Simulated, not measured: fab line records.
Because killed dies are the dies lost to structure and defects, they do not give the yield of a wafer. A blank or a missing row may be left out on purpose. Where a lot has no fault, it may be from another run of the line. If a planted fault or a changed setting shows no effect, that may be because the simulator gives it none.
Comparing a struck lot with a sound one    flow nand harc    13 out of 1302 route steps
Sound: wafers L613.1, L613.4, L613.5. Wafers struck: L620.1, L620.3, L620.5. At the end, the cause is stated.
Order at every step that has rows: each side's tool, ch and its chambers, its first start. Under that, the readings that differ: sound wafers    struck wafers    difference of the means    sigmas: that difference in standard deviations of wafers without a fault.
alike: a reading whose means differ by less than 2 such deviations, as well as words and numbers matching on both sides. not compared: withheld readings; readings where some wafer has no value; bounds like >300 that might hide an equal value; numbers whose values overlap and for which the record gives no deviation.
Wherever a step has rows on one side only, a row that says differs or no value, or a row with sigmas, the two part there. Numbers that don't overlap but have no deviation are shown without sigmas and don't part them. Lack of a reading on every wafer of one side parts them only where that side has two or more wafers.

NHARC_A_CHANNEL_FILL_D2_ALD_25: deposits SiOx, target thk 60 nm, pulse time 10 s, ald cycles 600.
  sound on ald hk-02 ch 0,3, day 19 18:58; struck on ald hk-03 ch 1,2,3, day 22 16:39
  alike: heater power w, precursor pulse height rel
NHARC_A_CHANNEL_FILL_D2_ETCHBACK_08: etches the open film in C4F8, target depth 220 nm, time 110 s.
  sound: rie diel-02 ch 0,1,2; struck: rie diel-02 ch 0,3
  alike: oes product au, rf vpp V
  not compared: rf hours counter h
NHARC_A_CHANNEL_FILL_D2_STRIP_29: strips in O2, time 20 s.
  sound: rie diel-02 ch 1,2,3; struck: rie diel-02 ch 0,2
  alike: drypump motor current A, oes product au, rf vpp V, showerhead plenum p Torr, throttle valve pct
  not compared: rf hours counter h
then, 3 steps without rows for these wafers: NHARC_A_CHANNEL_FILL_D2_PRECLEAN_30 (cleans in dHF, time 30 s); NHARC_A_CHANNEL_FILL_D2_SRD_31; NHARC_A_CHANNEL_FILL_D2_CVD_09 (deposits poly-Si, target thk 150 nm, time 3000 s).
NHARC_A_CHANNEL_FILL_D2_CMP_10: polishes, target thk 150 nm.
  sound on cmp-01 ch 1,3, day 20 10:07; struck on cmp-04 ch 0,1,3, day 23 03:35
  alike: motor current A, time to endpoint s
after that, 1 step had no rows for these wafers: NHARC_A_CHANNEL_FILL_D2_SRD_12.
NHARC_A_CHANNEL_FILL_D2_RTA_24: time 5 s.
  sound on rtp anneal-01 ch 0, day 20 10:32; struck on rtp anneal-02 ch 0, day 23 03:58
reading              sound                 struck                difference  sigmas
lamp_zone_7_pct (%)  25.8 25.8 25.8        31.3 31.3 31.2        +5.5        +2
wafer_temp_C_max     1004.9 1008.1 1006.5  1002.8 1002.5 1002.1  -4.0        -3
  alike: lamp power pct
NHARC_A_CHANNEL_FILL_D2_INSPECT_13:
  struck on defect inspect-01, day 23 04:09; sound on defect inspect-02, day 20 10:44
  alike: raw defect count
NHARC_A_STAIRCASE_DEP_156: deposits SiNx, target thk 50 nm.
  sound on pecvd-03 ch 0,1, day 20 10:50; struck on pecvd-04 ch 0,1,2, day 23 04:13
  no value came back on the struck wafers for heater power outer w (W), heater power w (W); on the sound wafers heater power outer w (W) reads 446 450 434
then, 1 step without rows for these wafers: NHARC_A_STAIRCASE_DEHYDRATE_158 (time 120 s).
-- jump in the record: it breaks off in module A_STAIRCASE and resumes in module END (first step shown: number 1302 of the route), and 9 days separate the struck wafers' starts before and after --
NHARC_END_SORT_01:
  sound on prober-01 ch 0, day 29 11:13; struck on prober-01 ch 0, day 31 22:56
reading          sound     struck                                                                difference                    sigmas
hold             - - -     await dispo/3.9h/scrap await dispo/3.9h/scrap await dispo/3.9h/scrap  no value on the sound wafers  
killed at array  28 42 48  563 577 561                                                           +528                          +28
killed dies      36 49 57  574 578 566                                                           +525                          +28
  alike: killed at other, killed at periphery, killed open, killed short

## WHERE THEY PART
First at NHARC_A_CHANNEL_FILL_D2_RTA_24; last, within this record, at NHARC_END_SORT_01.

WHY: what had been put in by the simulator
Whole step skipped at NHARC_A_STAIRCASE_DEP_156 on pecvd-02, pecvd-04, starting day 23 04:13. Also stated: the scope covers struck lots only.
